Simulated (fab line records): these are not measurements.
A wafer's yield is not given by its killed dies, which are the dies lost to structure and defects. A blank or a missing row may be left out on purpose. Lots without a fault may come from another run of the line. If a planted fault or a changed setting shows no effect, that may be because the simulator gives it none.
fab line records | flow nand-harc
[record] lots = 24 wafers = 72 last-day = 33
route steps=1302 shown A_CHANNEL_HOLE_D2@589 A_CHANNEL_FILL_D2@614
lots that met no fault: from a run of the same line without faults
start-h: hours from the record's first day to the start of the lot's first wafer shown | wait-h: hours elapsed since this lot's preceding step | " as in the row above | L1.1+2: a single row standing in for several wafers | - no value, or no start was given | * or withheld: withheld | < > ~ a bound
route shown NAME@n: names a module that has steps shown in the file, with the first one's number in the route | usual: mean/standard deviation of fault-free wafers | same: alike in all rows | chamber/n: place in a boat | sites: readings site by site | _std_site: standard deviation across them | _edge_site: inner sites' mean taken away from outer sites' mean | radius-mm: how far each site lies from the wafer's centre | mask NAME#n: copy n | behind: the last tool/chamber to shape the wafer | hold: what put the lot on hold/how long, in hours/how the hold closed | device: the n, p or np transistor that did not switch | end of line: the route-end tests of the same wafers | a step without rows: its recipe alone | killed: dies lost to structure and defects at the first sort, not the wafer's yield | map: the dies of a wafer, with x for killed, . for not killed, _ for no die there
set.NAME: the setting the step ran with; set.NAME@STEP: the setting that earlier step ran with | model.NAME: the simulator's own value behind a step, which no gauge read
route steps across a sampled set of lots; one table per step, one row per wafer
services: a tool's chamber out of use, with start hour (start-h, from the record's first day; less than 0 if before it), hours out, and reason
[[steps]]
[step NHARC_A_CHANNEL_HOLE_D2_ETCH_16]
[recipe] target-depth-a = 31000 over-etch-frac = 0.3 time-s = 806 ion-energy-ev = 150 o2-flow-sccm = 400 cos-flow-sccm = 20 ar-flow-sccm = 0 rf-w = 500 bias-w = 300 chemistry = O2/COS
[usual] drypump-motor-current-A = 5.8/0.36 oes-product-au = 1.000/0.0094 rf-vpp-V = 315.1/1.8 showerhead-plenum-p-Torr = 3.19/0.11 throttle-valve-pct = 28.329/0.0098
// columns lot.wafer tool chamber start-h wait-h drypump-motor-current-A oes-product-au rf-hours-counter-h rf-vpp-V showerhead-plenum-p-Torr throttle-valve-pct
L074.1 rie-diel-04 3 - - 5.3 0.977 3.8 318.6 3.30 28.321
L074.3 " 1 " " 5.5 1.006 4.2 314.1 3.21 28.317
L074.5 " 3 " " 5.3 0.984 - 317.0 3.30 28.328
L075.4 rie-diel-04 3 - - 5.3 1.000 4.8 315.5 3.30 28.333
L075.1 " 0 " " 6.0 0.988 5.4 315.9 3.20 28.311
L075.5 " 1 " " 5.5 1.011 - 315.8 3.21 28.331
L076.2 rie-diel-07 1 - - 6.0 1.005 0.5 317.4 3.35 28.331
L076.4 " 2 " " 5.5 0.990 0.5 316.8 3.33 28.345
L076.6 " 3 " " 6.2 1.011 - 312.2 2.99 28.327
L077.4 rie-diel-07 0 - - 6.0 1.003 1.2 315.1 3.15 28.341
L077.6 " 0 " " 6.0 1.002 - 314.3 3.15 28.337
L077.5 " 1 " " 5.9 1.004 - 317.9 3.35 28.325
L079.3 rie-diel-04 1 - - 5.5 1.004 6.1 313.7 3.21 28.352
L079.6 " 2 " " 6.3 0.997 - 314.1 3.12 28.343
L079.5 " 3 " " 5.3 0.991 - 317.7 3.30 28.327
L078.3 rie-diel-07 2 - - 5.5 1.005 1.5 317.4 3.33 28.315
L078.1 " 1 " " 6.0 1.004 1.7 316.3 3.35 28.322
L078.6 " 2 " " 5.5 1.001 - 315.4 3.33 28.336
L080.3 rie-diel-07 0 - - 6.0 1.001 2.8 313.8 3.15 28.327
L080.1 " 2 " " 5.5 0.994 2.6 317.2 3.33 28.335
L080.2 " 3 " " 6.2 1.017 2.9 312.4 2.99 28.333
L081.2 rie-diel-02 0 - - 5.8 1.004 5.5 313.1 3.10 28.342
L081.4 " 1 " " 5.0 0.998 6.2 313.2 3.01 28.329
L081.5 " 3 " " 6.0 0.996 - 314.1 3.18 28.323
L082.2 rie-diel-02 3 - - 6.0 0.988 8.4 315.1 3.18 28.322
L082.5 " 3 " " 6.0 1.002 - 313.7 3.18 28.324
L082.6 " 0 " " 5.8 0.999 - 314.4 3.10 28.338
L083.2 rie-diel-07 0 - - 6.1 1.008 5.2 314.7 3.15 28.343
L083.1 " 1 " " 6.0 0.995 4.9 317.6 3.34 28.333
L083.5 " 0 " " 6.0 1.001 - 316.2 3.15 28.318
L084.3 rie-diel-07 2 - - 5.5 1.002 4.8 317.0 3.33 28.347
L084.4 " 3 " " 6.2 1.018 5.2 314.1 2.99 28.330
L084.5 " 3 " " 6.2 1.018 - 312.6 2.99 28.329
L085.3 rie-diel-04 0 - - 6.0 1.002 1.4 312.9 3.20 28.330
L085.1 " 1 " " 5.5 0.991 1.5 315.3 3.21 28.351
L085.2 " 2 " " 6.3 1.015 1.5 313.1 3.12 28.319
L086.3 rie-diel-02 2 - - 5.4 0.997 0.4 314.0 3.14 28.334
L086.4 " 3 " " 6.0 1.006 0.3 314.4 3.18 28.340
L086.1 " 0 " " 5.8 0.996 0.3 312.6 3.10 28.325
L087.2 rie-diel-04 3 - - 5.3 1.005 3.0 315.9 3.30 28.325
L087.3 " 2 " " 6.3 1.012 3.0 313.5 3.11 28.319
L087.5 " 3 " " 5.3 1.010 - 316.3 3.30 28.332
L088.4 rie-diel-02 0 - - 5.8 0.997 2.6 312.8 3.10 28.332
L088.1 " 1 " " 5.0 1.000 2.6 312.6 3.01 28.336
L088.5 " 2 " " 5.4 0.991 - 314.4 3.14 28.341
L089.4 rie-diel-04 0 - - 6.1 0.991 4.5 315.6 3.20 28.330
L089.2 " 1 " " 5.5 1.001 4.2 316.9 3.20 28.320
L089.5 " 3 " " 5.3 0.986 - 316.9 3.30 28.335
L091.4 rie-diel-07 2 - - 5.5 0.993 8.0 317.5 3.32 28.318
L091.2 " 0 " " 6.0 0.998 9.1 314.9 3.15 28.336
L091.5 " 1 " " 5.9 1.010 - 315.9 3.34 28.330
L090.4 rie-diel-02 2 - - 5.4 0.987 4.2 315.2 3.14 28.313
L090.5 " 3 " " 6.0 0.998 - 315.3 3.18 28.325
L090.6 " 0 " " 5.8 0.982 - 312.3 3.10 28.324
L092.2 rie-diel-04 3 - - 5.3 0.996 5.1 316.7 3.30 28.336
L092.1 " 0 " " 6.1 1.003 5.3 316.5 3.20 28.311
L092.3 " 1 " " 5.5 0.995 4.8 314.6 3.20 28.325
L093.4 rie-diel-07 1 - - 5.9 0.992 0.3 318.0 3.34 28.341
L093.3 " 2 " " 5.5 1.001 0.3 317.0 3.32 28.336
L093.6 " 2 " " 5.5 0.994 - 315.9 3.32 28.330
L094.2 rie-diel-07 1 - - 5.9 0.995 1.6 318.1 3.34 28.346
L094.6 " 0 " " 6.0 0.988 - 314.7 3.15 28.319
L094.5 " 1 " " 5.9 1.000 - 316.3 3.34 28.337
L095.4 rie-diel-07 3 - - 6.2 1.006 1.8 312.1 2.98 28.323
L095.2 " 0 " " 6.1 0.977 2.2 314.1 3.15 28.329
L095.5 " 2 " " 5.5 1.007 - 316.7 3.32 28.330
L096.3 rie-diel-04 3 - - 5.3 0.998 6.5 316.5 3.30 28.332
L096.1 " 2 " " 6.3 1.014 5.8 313.0 3.11 28.323
L096.4 " 1 " " 5.5 1.001 - 316.0 3.20 28.311
L097.4 rie-diel-04 0 - - 6.0 1.003 7.3 316.8 3.20 28.345
L097.2 " 3 " " 5.3 1.000 7.8 316.6 3.30 28.344
L097.6 " 1 " " 5.5 0.990 - 315.8 3.20 28.322
[step NHARC_A_CHANNEL_HOLE_D2_ETCH_24]
[recipe] bias-v = 5000 source-w = withheld pressure-mtorr = 20 time-s = 906.2 ar-flow-sccm = 375 c4f8-flow-sccm = 93.8 o2-flow-sccm = 31.2 temp-c = -20 target-depth-a = 15000 chemistry = C4F8/O2/Ar
[usual] drypump-motor-current-A = 5.6/0.5 showerhead-plenum-p-Torr = 3.62/0.11 throttle-valve-pct = 32.235/0.009
// columns lot.wafer tool chamber start-h wait-h drypump-motor-current-A rf-hours-counter-h showerhead-plenum-p-Torr throttle-valve-pct
L074.1 har-etch-02 1 300.67 0.6 5.2 349 3.73 32.222
L074.3 " 1 " " 5.1 - 3.73 32.229
L074.5 " 1 " " 5.2 - 3.73 32.240
L075.1 har-etch-01 1 310.24 0.6 5.3 163 3.49 32.228
L075.4 " 1 " " 5.3 - 3.49 32.236
L075.5 " 1 " " 5.3 - 3.49 32.229
L076.2 har-etch-02 0 316.07 0.6 5.8 376 3.72 32.237
L076.4 " 0 " " 5.8 - 3.72 32.235
L076.6 " 0 " " 5.8 - 3.72 32.233
L077.4 har-etch-02 0 323.68 0.6 5.8 - 3.72 32.242
L077.5 " 1 " " 5.2 - 3.72 32.238
L077.6 " 0 " " 5.8 - 3.72 32.226
L079.3 har-etch-01 0 331.88 0.6 6.4 - 3.68 32.232
L079.5 " 1 " " 5.3 - 3.48 32.239
L079.6 " 0 " " 6.4 - 3.68 32.240
L078.1 har-etch-02 0 332.52 0.6 5.7 387 3.71 32.249
L078.3 " 1 " " 5.1 - 3.72 32.215
L078.6 " 0 " " 5.8 - 3.71 32.219
L080.1 har-etch-02 0 347.48 0.6 5.8 395 3.71 32.238
L080.2 " 1 " " 5.1 380 3.71 32.233
L080.3 " 0 " " 5.8 - 3.71 32.242
L081.2 har-etch-02 1 364.05 0.6 5.2 388 3.71 32.238
L081.4 " 1 " " 5.2 - 3.71 32.228
L081.5 " 0 " " 5.8 - 3.70 32.232
L082.2 har-etch-01 1 381.46 0.6 5.3 201 3.47 32.240
L082.6 " 0 " " 6.4 - 3.67 32.242
L082.5 " 1 " " 5.3 - 3.47 32.221
L083.2 har-etch-02 0 399.88 0.6 5.8 6 3.70 32.246
L083.1 " 1 " " 5.1 6 3.71 32.231
L083.5 " 0 " " 5.8 - 3.70 32.241
L085.2 har-etch-02 0 404.95 0.6 5.8 10 3.69 32.244
L085.1 " 1 " " 5.2 10 3.70 32.255
L085.3 " 1 " " 5.1 - 3.70 32.230
L084.4 har-etch-01 0 405.75 0.6 6.4 - 3.66 32.236
L084.3 " 1 " " 5.3 - 3.46 32.246
L084.5 " 0 " " 6.4 - 3.66 32.237
L086.1 har-etch-01 1 411.70 0.6 5.3 228 3.46 32.234
L086.3 " 0 " " 6.4 - 3.65 32.240
L086.4 " 1 " " 5.3 - 3.45 32.239
L087.2 har-etch-02 1 439.34 0.6 5.1 29 3.69 32.246
L087.3 " 0 " " 5.8 - 3.68 32.239
L087.5 " 1 " " 5.1 - 3.69 32.227
L088.1 har-etch-01 1 441.32 0.6 5.3 243 3.45 32.235
L088.4 " 1 " " 5.3 - 3.45 32.242
L088.5 " 1 " " 5.3 - 3.45 32.260
L089.2 har-etch-01 1 456.50 0.6 5.3 247 3.45 32.228
L089.4 " 0 " " 6.4 - 3.64 32.229
L089.5 " 1 " " 5.3 - 3.45 32.240
L091.2 har-etch-02 1 467.07 0.6 5.1 44 3.68 32.236
L091.4 " 0 " " 5.8 - 3.68 32.237
L091.5 " 1 " " 5.1 - 3.68 32.240
L090.4 har-etch-01 0 468.96 0.6 6.4 - 3.64 32.238
L090.6 " 1 " " 5.3 - 3.44 32.232
L090.5 " 0 " " 6.4 - 3.64 32.242
L092.2 har-etch-01 0 472.75 0.6 6.4 262 3.64 32.223
L092.1 " 1 " " 5.3 262 3.44 32.213
L092.3 " 0 " " 6.4 - 3.64 32.230
L093.4 har-etch-02 1 484.26 0.6 5.1 - 3.68 32.228
L093.3 " 0 " " 5.8 - 3.67 32.251
L093.6 " 0 " " 5.8 - 3.67 32.212
L094.2 har-etch-01 0 496.32 0.6 6.3 277 3.63 32.240
L094.6 " 1 " " 5.3 - 3.43 32.225
L094.5 " 0 " " 6.4 - 3.63 32.241
L095.2 har-etch-02 0 509.75 0.6 5.8 74 3.66 32.238
L095.4 " 1 " " 5.1 - 3.67 32.234
L095.5 " 0 " " 5.8 - 3.66 32.229
L096.1 har-etch-01 0 511.81 0.6 6.4 289 3.62 32.231
L096.4 " 1 " " 5.3 - 3.42 32.250
L096.3 " 0 " " 6.4 - 3.62 32.242
L097.2 har-etch-01 1 533.25 0.6 5.3 297 3.42 32.221
L097.4 " 0 " " 6.4 - 3.62 32.220
L097.6 " 0 " " 6.4 - 3.62 32.227
[step NHARC_A_CHANNEL_HOLE_D2_ETCH_27]
[recipe] bias-v = 400 source-w = 2000 pressure-mtorr = 25 time-s = 90 ar-flow-sccm = 375 c4f8-flow-sccm = 41.7 o2-flow-sccm = 83.3 temp-c = -20 target-depth-a = 4000 chemistry = C4F8/O2/Ar
[usual] bias-v = 400/3.9 drypump-motor-current-A = 5.7/0.5 showerhead-plenum-p-Torr = 3.67/0.11 throttle-valve-pct = 27.621/0.0079
// columns lot.wafer tool chamber start-h wait-h bias-v drypump-motor-current-A rf-hours-counter-h showerhead-plenum-p-Torr throttle-valve-pct
L074.1 har-etch-02 1 302.43 0.2 399 5.1 351 3.78 27.617
L074.3 " 1 " " 391 5.1 - 3.78 27.611
L074.5 " 1 " " 406 5.1 - 3.78 27.613
L075.1 har-etch-01 1 312.09 0.2 401 5.3 164 3.53 27.615
L075.4 " 1 " " 395 5.3 - 3.52 27.623
L075.5 " 1 " " 396 5.3 - 3.53 27.627
L076.2 har-etch-02 0 317.83 0.2 400 5.8 377 3.76 27.639
L076.4 " 0 " " 398 5.8 - 3.76 27.625
L076.6 " 0 " " 398 5.8 - 3.76 27.619
L077.4 har-etch-02 0 325.25 0.2 397 5.8 - 3.76 27.613
L077.5 " 1 " " 401 5.1 - 3.77 27.622
L077.6 " 0 " " 400 5.8 - 3.76 27.617
L079.3 har-etch-01 0 333.44 0.2 395 6.4 - 3.73 27.612
L079.5 " 1 " " 405 5.3 - 3.52 27.612
L079.6 " 0 " " 393 6.4 - 3.73 27.615
L078.1 har-etch-02 0 334.37 0.2 401 5.8 389 3.76 27.628
L078.3 " 1 " " 399 5.1 - 3.76 27.626
L078.6 " 0 " " 401 5.8 - 3.76 27.626
L080.1 har-etch-02 0 349.32 0.2 403 5.8 397 3.75 27.631
L080.2 " 1 " " 400 5.1 382 3.76 27.615
L080.3 " 0 " " 400 5.8 - 3.75 27.626
L081.2 har-etch-02 1 365.91 0.2 397 5.1 389 3.76 27.639
L081.4 " 1 " " 396 5.1 - 3.76 27.617
L081.5 " 0 " " 395 5.8 - 3.75 27.626
L082.2 har-etch-01 1 383.21 0.2 402 5.3 202 3.50 27.628
L082.6 " 0 " " 406 6.5 - 3.71 27.632
L082.5 " 1 " " 400 5.3 - 3.50 27.634
L083.2 har-etch-02 0 401.72 0.2 411 5.8 7 3.74 27.617
L083.1 " 1 " " 400 5.1 7 3.75 27.617
L083.5 " 0 " " 409 5.8 - 3.74 27.612
L085.2 har-etch-02 0 406.80 0.2 399 5.8 11 3.74 27.622
L085.1 " 1 " " 395 5.1 11 3.75 27.624
L085.3 " 1 " " 401 5.1 - 3.75 27.612
L084.4 har-etch-01 0 407.42 0.2 400 6.4 - 3.70 27.623
L084.3 " 1 " " 396 5.3 - 3.49 27.617
L084.5 " 0 " " 398 6.4 - 3.70 27.612
L086.1 har-etch-01 1 413.45 0.2 408 5.3 229 3.49 27.633
L086.3 " 0 " " 396 6.5 - 3.70 27.617
L086.4 " 1 " " 401 5.3 - 3.49 27.614
L087.2 har-etch-02 1 441.18 0.2 404 5.1 30 3.74 27.612
L087.3 " 0 " " 400 5.8 - 3.73 27.625
L087.5 " 1 " " 400 5.1 - 3.74 27.620
L088.1 har-etch-01 1 443.16 0.2 399 5.3 244 3.48 27.631
L088.4 " 1 " " 403 5.3 - 3.48 27.606
L088.5 " 1 " " 402 5.3 - 3.48 27.617
L089.2 har-etch-01 1 458.25 0.2 405 5.3 248 3.48 27.632
L089.4 " 0 " " 403 6.4 - 3.69 27.626
L089.5 " 1 " " 399 5.3 - 3.48 27.606
L091.2 har-etch-02 1 468.93 0.2 396 5.1 46 3.73 27.616
L091.4 " 0 " " 394 5.8 - 3.72 27.629
L091.5 " 1 " " 407 5.1 - 3.73 27.622
L090.4 har-etch-01 0 470.53 0.2 400 6.4 - 3.68 27.606
L090.6 " 1 " " 396 5.3 - 3.47 27.626
L090.5 " 0 " " 407 6.4 - 3.68 27.612
L092.2 har-etch-01 0 474.60 0.2 400 6.4 264 3.68 27.621
L092.1 " 1 " " 404 5.3 264 3.47 27.617
L092.3 " 0 " " 399 6.4 - 3.68 27.602
L093.4 har-etch-02 1 485.90 0.2 397 5.1 - 3.72 27.614
L093.3 " 0 " " 397 5.8 - 3.71 27.633
L093.6 " 0 " " 393 5.8 - 3.71 27.615
L094.2 har-etch-01 0 498.07 0.2 396 6.4 279 3.67 27.628
L094.6 " 1 " " 407 5.3 - 3.46 27.628
L094.5 " 0 " " 404 6.4 - 3.67 27.613
L095.2 har-etch-02 0 511.50 0.2 401 5.8 76 3.70 27.618
L095.4 " 1 " " 399 5.1 - 3.71 27.617
L095.5 " 0 " " 404 5.8 - 3.70 27.616
L096.1 har-etch-01 0 513.56 0.2 403 6.4 290 3.66 27.619
L096.4 " 1 " " 399 5.3 - 3.46 27.640
L096.3 " 0 " " 406 6.5 - 3.66 27.624
L097.2 har-etch-01 1 535.11 0.2 398 5.3 298 3.45 27.621
L097.4 " 0 " " 399 6.4 - 3.66 27.611
L097.6 " 0 " " 400 6.4 - 3.66 27.613
[step NHARC_A_CHANNEL_HOLE_D2_XSEM_32]
[recipe] landing-energy-ev = 35000
[usual] bot-cd-nm = 74.3/1.3 bow-nm = 8.5/0.3 tilt-deg = 0.07/0.04
// columns lot.wafer tool chamber start-h wait-h bot-cd-nm bow-nm tilt-deg
L074.1 xsem-02 0 304.04 0.1 72.5 7.9 0.03
L074.3 " 0 " " 73.2 7.9 0.03
L074.5 " 0 " " 74.9 8.0 0.03
L075.1 xsem-01 0 313.73 0.1 73.6 8.7 0.07
L075.4 " 0 " " 72.4 8.6 0.07
L075.5 " 0 " " 73.3 8.7 0.07
L076.2 xsem-02 0 319.44 0.1 75.1 8.3 0.09
L076.4 " 0 " " 75.0 8.3 0.08
L076.6 " 0 " " 75.8 8.3 0.08
L077.4 xsem-01 0 326.79 0.1 72.7 8.7 0.14
L077.5 " 0 " " 74.0 8.7 0.13
L077.6 " 0 " " 73.2 8.7 0.14
L079.3 xsem-02 0 335.00 0.1 73.1 9.1 0.11
L079.5 " 0 " " 72.1 9.0 0.11
L079.6 " 0 " " 74.8 9.0 0.11
L078.1 xsem-01 0 335.99 0.1 73.2 8.7 0.03
L078.3 " 0 " " 75.3 8.6 0.03
L078.6 " 0 " " 74.6 8.6 0.03
L080.1 xsem-01 0 350.95 0.1 74.3 8.4 0.06
L080.2 " 0 " " 75.0 8.4 0.06
L080.3 " 0 " " 76.0 8.4 0.06
L081.2 xsem-01 0 367.58 0.1 74.0 8.3 0.09
L081.4 " 0 " " 73.9 8.3 0.09
L081.5 " 0 " " 75.0 8.2 0.09
L082.2 xsem-02 0 384.82 0.1 74.8 8.8 -0.01
L082.5 " 0 " " 74.3 8.7 -0.01
L082.6 " 0 " " 75.0 8.7 -0.01
L083.1 xsem-01 0 403.63 0.1 75.7 8.6 0.11
L083.2 " 0 " " 74.8 8.7 0.11
L083.5 " 0 " " 75.1 8.6 0.11
L085.1 xsem-01 0 408.42 0.1 72.6 8.1 0.05
L085.2 " 0 " " 74.4 8.1 0.05
L085.3 " 0 " " 73.7 8.2 0.05
L084.3 xsem-02 0 409.01 0.1 73.6 8.5 0.08
L084.4 " 0 " " 74.9 8.4 0.08
L084.5 " 0 " " 73.0 8.5 0.09
L086.1 xsem-02 0 415.07 0.1 77.0 8.9 0.08
L086.3 " 0 " " 74.6 8.9 0.08
L086.4 " 0 " " 75.6 9.0 0.08
L087.2 xsem-01 0 442.81 0.1 75.7 8.7 0.03
L087.3 " 0 " " 76.2 8.7 0.03
L087.5 " 0 " " 75.3 8.6 0.03
L088.1 xsem-02 0 444.80 0.1 76.0 8.6 0.03
L088.4 " 0 " " 75.1 8.6 0.02
L088.5 " 0 " " 74.0 8.6 0.03
L089.2 xsem-02 0 459.85 0.1 75.6 8.4 0.03
L089.4 " 0 " " 74.2 8.4 0.03
L089.5 " 0 " " 74.2 8.4 0.03
L091.2 xsem-01 0 470.56 0.1 73.9 8.8 0.01
L091.4 " 0 " " 74.5 8.7 0.01
L091.5 " 0 " " 75.8 8.7 0.01
L090.4 xsem-02 0 472.08 0.1 72.1 8.4 0.09
L090.5 " 0 " " 73.8 8.3 0.09
L090.6 " 0 " " 71.5 8.3 0.09
L092.1 xsem-01 0 476.23 0.1 74.5 8.8 0.11
L092.2 " 0 " " 73.9 8.8 0.11
L092.3 " 0 " " 74.9 8.8 0.11
L093.3 xsem-02 0 487.48 0.1 74.8 9.1 0.16
L093.4 " 0 " " 76.6 9.1 0.16
L093.6 " 0 " " 73.8 9.1 0.15
L094.2 xsem-01 0 499.70 0.1 73.5 8.5 0.07
L094.5 " 0 " " 74.1 8.5 0.07
L094.6 " 0 " " 74.5 8.6 0.07
L095.2 xsem-01 0 513.25 0.1 75.4 8.0 0.07
L095.4 " 0 " " 73.2 8.0 0.07
L095.5 " 0 " " 74.7 8.0 0.07
L096.1 xsem-02 0 515.33 0.1 72.2 8.8 0.06
L096.3 " 0 " " 75.7 8.9 0.06
L096.4 " 0 " " 73.6 8.7 0.06
L097.2 xsem-01 0 536.74 0.1 74.1 8.1 0.04
L097.4 " 0 " " 74.9 8.2 0.04
L097.6 " 0 " " 74.7 8.3 0.04
[step NHARC_A_CHANNEL_FILL_D2_ALD_14]
[recipe] target-thk-a = 25 pulse-time-s = 10 ald-cycles = 25 temp-c = 300 material = SiO2
[usual] heater-power-w = 478/39 precursor-pulse-height-rel = 1.002/0.02
// columns lot.wafer tool chamber start-h wait-h heater-power-w precursor-pulse-height-rel
L074.1 ald-hk-02 0 312.99 0.1 523 1.062
L074.3 " 1 " " 442 1.000
L074.5 " 3 " " 409 1.006
L075.1 ald-hk-04 2 321.04 0.1 527 0.959
L075.4 " 3 " " 438 0.990
L075.5 " 2 " " 523 0.974
L076.2 ald-hk-02 1 326.77 0.1 443 0.984
L076.4 " 3 " " 414 0.985
L076.6 " 0 " " 533 0.976
L077.4 ald-hk-04 0 334.17 0.2 443 0.965
L077.6 " 1 " " 500 1.009
L077.5 " 2 " " 514 0.999
L079.3 ald-hk-04 1 343.49 1.2 498 0.956
L079.6 " 1 " " 494 1.008
L079.5 " 2 " " 522 0.978
L078.1 ald-hk-04 2 343.71 1.5 521 1.003
L078.3 " 3 " " 435 0.965
L078.6 " 3 " " 432 0.997
L080.2 ald-hk-01 1 358.31 0.0 452 1.013
L080.1 " 3 " " 508 1.000
L080.3 " 0 " " 458 1.014
L081.2 ald-hk-01 0 374.92 0.1 457 1.010
L081.4 " 1 " " 473 1.002
L081.5 " 0 " " 450 1.005
L082.2 ald-hk-04 3 392.27 0.1 430 1.021
L082.6 " 1 " " 497 1.016
L082.5 " 2 " " 531 1.003
L083.1 ald-hk-02 1 410.96 0.1 449 1.011
L083.2 " 2 " " 516 1.005
L083.5 " 0 " " 518 1.011
L084.4 ald-hk-02 2 415.79 0.0 519 1.006
L084.3 " 1 " " 428 0.990
L084.5 " 2 " " 515 1.027
L085.2 ald-hk-04 3 415.80 0.0 431 0.995
L085.1 " 0 " " 463 1.009
L085.3 " 2 " " 521 1.023
L086.4 ald-hk-02 1 422.57 0.1 439 0.992
L086.1 " 2 " " 524 0.967
L086.3 " 3 " " 399 0.966
L087.3 ald-hk-04 0 452.67 0.3 460 0.999
L087.2 " 1 " " 515 1.002
L087.5 " 3 " " 435 0.998
L088.4 ald-hk-04 3 452.82 0.5 457 0.983
L088.1 " 2 " " 525 1.011
L088.5 " 3 " " 445 1.007
L089.4 ald-hk-04 1 467.16 0.1 517 0.982
L089.2 " 3 " " 444 1.011
L089.5 " 1 " " 524 1.009
L091.2 ald-hk-02 1 477.91 0.1 436 1.015
L091.4 " 2 " " 522 1.005
L091.5 " 1 " " 447 0.998
L090.4 ald-hk-04 1 477.95 0.1 506 0.943
L090.6 " 3 " " 449 1.016
L090.5 " 0 " " 463 0.986
L092.1 ald-hk-01 1 484.32 0.8 470 0.980
L092.2 " 2 " " 441 0.977
L092.3 " 3 " " 511 1.021
L093.3 ald-hk-04 2 494.73 0.0 524 0.987
L093.4 " 3 " " 448 1.008
L093.6 " 2 " " 516 0.984
L094.2 ald-hk-02 0 507.04 0.0 526 1.006
L094.6 " 0 " " 531 0.979
L094.5 " 1 " " 434 0.992
L095.2 ald-hk-04 1 520.55 0.1 518 1.029
L095.4 " 3 " " 465 1.019
L095.5 " 2 " " 530 0.989
L096.3 ald-hk-01 0 520.59 0.1 451 1.022
L096.4 " 1 " " 470 1.011
L096.1 " 2 " " 433 1.022
L097.4 ald-hk-04 3 544.08 0.1 441 1.020
L097.2 " 0 " " 461 1.015
L097.6 " 3 " " 454 1.000
[step NHARC_A_CHANNEL_FILL_D2_ALD_15]
[recipe] target-thk-a = 20 pulse-time-s = 60 ald-cycles = 19 temp-c = 630 pressure-torr = 2 material = SiNx
[usual] precursor-pulse-height-rel = 0.998/0.019
// columns lot.wafer tool chamber start-h wait-h precursor-pulse-height-rel
L074.1 ald-sin-batch-01 0 - - 0.995
L074.3 " 0 " " 0.982
L074.5 " 0 " " 0.981
L075.1 ald-sin-batch-03 0 - - 1.024
L075.4 " 0 " " 0.993
L075.5 " 0 " " 1.013
L076.2 ald-sin-batch-02 0 - - 0.963
L076.4 " 0 " " 0.968
L076.6 " 0 " " 1.003
L077.4 ald-sin-batch-02 0 - - 0.981
L077.5 " 0 " " 1.029
L077.6 " 0 " " 0.996
L078.1 ald-sin-batch-01 0 - - 0.995
L078.3 " 0 " " 1.006
L078.6 " 0 " " 0.966
L079.3 ald-sin-batch-01 0 - - 0.997
L079.5 " 0 " " 1.012
L079.6 " 0 " " 0.984
L080.1 ald-sin-batch-01 0 - - 0.979
L080.2 " 0 " " 1.038
L080.3 " 0 " " 0.989
L081.2 ald-sin-batch-02 0 - - 1.000
L081.4 " 0 " " 1.012
L081.5 " 0 " " 0.991
L082.2 ald-sin-batch-01 0 - - 1.009
L082.5 " 0 " " 0.972
L082.6 " 0 " " 0.978
L083.1 ald-sin-batch-03 0 - - 0.999
L083.2 " 0 " " 0.985
L083.5 " 0 " " 1.020
L084.3 ald-sin-batch-03 0 - - 1.007
L084.4 " 0 " " 1.004
L084.5 " 0 " " 1.029
L085.1 ald-sin-batch-03 0 - - 0.990
L085.2 " 0 " " 1.037
L085.3 " 0 " " 0.998
L086.1 ald-sin-batch-03 0 - - 1.003
L086.3 " 0 " " 0.986
L086.4 " 0 " " 0.989
L087.2 ald-sin-batch-01 0 - - 1.001
L087.3 " 0 " " 0.995
L087.5 " 0 " " 1.033
L088.1 ald-sin-batch-01 0 - - 0.996
L088.4 " 0 " " 1.019
L088.5 " 0 " " 0.970
L089.2 ald-sin-batch-01 0 - - 0.973
L089.4 " 0 " " 0.993
L089.5 " 0 " " 1.014
L090.4 ald-sin-batch-02 0 - - 0.990
L090.5 " 0 " " 1.001
L090.6 " 0 " " 1.010
L091.2 ald-sin-batch-02 0 - - 1.038
L091.4 " 0 " " 0.988
L091.5 " 0 " " 1.011
L092.1 ald-sin-batch-03 0 - - 0.991
L092.2 " 0 " " 0.982
L092.3 " 0 " " 0.968
L093.3 ald-sin-batch-03 0 - - 0.992
L093.4 " 0 " " 1.004
L093.6 " 0 " " 1.024
L094.2 ald-sin-batch-02 0 - - 1.021
L094.5 " 0 " " 0.982
L094.6 " 0 " " 1.028
L095.2 ald-sin-batch-02 0 - - 1.006
L095.4 " 0 " " 0.994
L095.5 " 0 " " 1.000
L096.1 ald-sin-batch-02 0 - - 1.005
L096.3 " 0 " " 0.981
L096.4 " 0 " " 0.945
L097.2 ald-sin-batch-01 0 - - 1.044
L097.4 " 0 " " 0.976
L097.6 " 0 " " 1.033
[[services]]
// columns tool chamber start-h hours kind
rie-diel-04 - 270.35 0.4 repair
rie-diel-02 0 290.28 11.8 repair
rie-diel-07 - 294.20 9.0 pm
ald-hk-01 - 296.00 10.0 pm
rie-diel-07 3 334.62 1.2 repair
ald-hk-02 - 350.84 10.0 pm
rie-diel-04 - 354.90 9.0 pm
ald-hk-01 - 371.88 1.0 repair
xsem-01 - 374.00 14.0 pm
har-etch-02 - 377.00 17.0 pm
rie-diel-02 - 393.70 9.0 pm
ald-hk-04 - 439.43 10.0 pm
rie-diel-07 1 446.97 3.8 repair
rie-diel-07 - 471.20 9.0 pm
ald-hk-01 - 474.00 10.0 pm
rie-diel-04 0 500.63 14.8 repair
har-etch-01 - 502.19 0.3 repair
ald-sin-batch-01 - 508.17 26.0 pm
rie-diel-07 - 510.42 0.2 repair
rie-diel-07 2 511.98 4.1 repair
rie-diel-02 - 516.31 0.5 repair
har-etch-01 - 523.64 1.3 repair
ald-hk-02 - 528.84 10.0 pm
rie-diel-04 - 531.90 9.0 pm
[[key]]
fault none
